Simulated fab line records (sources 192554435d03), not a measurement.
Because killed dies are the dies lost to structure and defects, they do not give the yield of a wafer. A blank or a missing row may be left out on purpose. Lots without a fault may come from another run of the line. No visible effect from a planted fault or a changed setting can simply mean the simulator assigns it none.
Matching of chambers + flow n5_finfet + N5_PASSIVATION_PASS_ETCH_47 on rie_diel-05 has 4 sister chambers
The step etches SiNx in CF4/O2, target depth 770 nm, time 385 s. 8 wafers are shown with their chamber, then 8 later ones without.

== EACH WAFER AND ITS CHAMBER ==
| wafer  | chamber | drypump_motor_current_A (A) | throttle_valve_pct (%) |
|--------|---------|-----------------------------|------------------------|
| L075.6 | 2       | 6.7                         | 16.34                  |
| L078.2 | 2       | 6.7                         | 16.35                  |
| L081.1 | 3       | 5.0                         | 15.88                  |
| L083.1 | 1       | 5.8                         | 15.86                  |
| L083.5 | 3       | 4.9                         | 15.90                  |
| L086.2 | 1       | 5.8                         | 15.85                  |
| L086.6 | 0       | 5.1                         | 15.84                  |
| L089.1 | 0       | 5.1                         | 15.87                  |

== WAFERS MISSING THEIR CHAMBER ==
| wafer  | drypump_motor_current_A (A) | throttle_valve_pct (%) |
|--------|-----------------------------|------------------------|
| L089.2 | 5.0                         | 15.90                  |
| L089.3 | 5.8                         | 15.88                  |
| L088.1 | 6.7                         | 16.42                  |
| L088.5 | 5.0                         | 15.91                  |
| L088.6 | 5.1                         | 15.88                  |
| L091.2 | 6.7                         | 16.41                  |
| L091.5 | 5.8                         | 15.88                  |
| L091.6 | 6.7                         | 16.42                  |

== WHICH CHAMBER EACH ONE RAN IN ==
| wafer  | from the rows above | in truth |
|--------|---------------------|----------|
| L089.2 | 3                   | 3        |
| L089.3 | 1                   | 1        |
| L088.1 | 2                   | 2        |
| L088.5 | 3                   | 3        |
| L088.6 | 0                   | 0        |
| L091.2 | 2                   | 2        |
| L091.5 | 1                   | 1        |
| L091.6 | 2                   | 2        |
Correct placement for 8 of the 8. From these rows, 0 cannot be placed. Wrongly placed: 0.
How it was worked out, from the rows above alone: a wafer's distance from a chamber is the root of the sum, over the readings, of the square of ((its reading less the chamber's mean) divided by the reading's scatter). The wafer belongs to the nearest chamber; if the next one is less than 2 further off, it can't be placed. A chamber's mean is the mean of its shown wafers. The scatter is the square root of a quotient: the sum, over the shown wafers, of each reading's squared deviation from its chamber's mean, divided by wafers minus chambers.
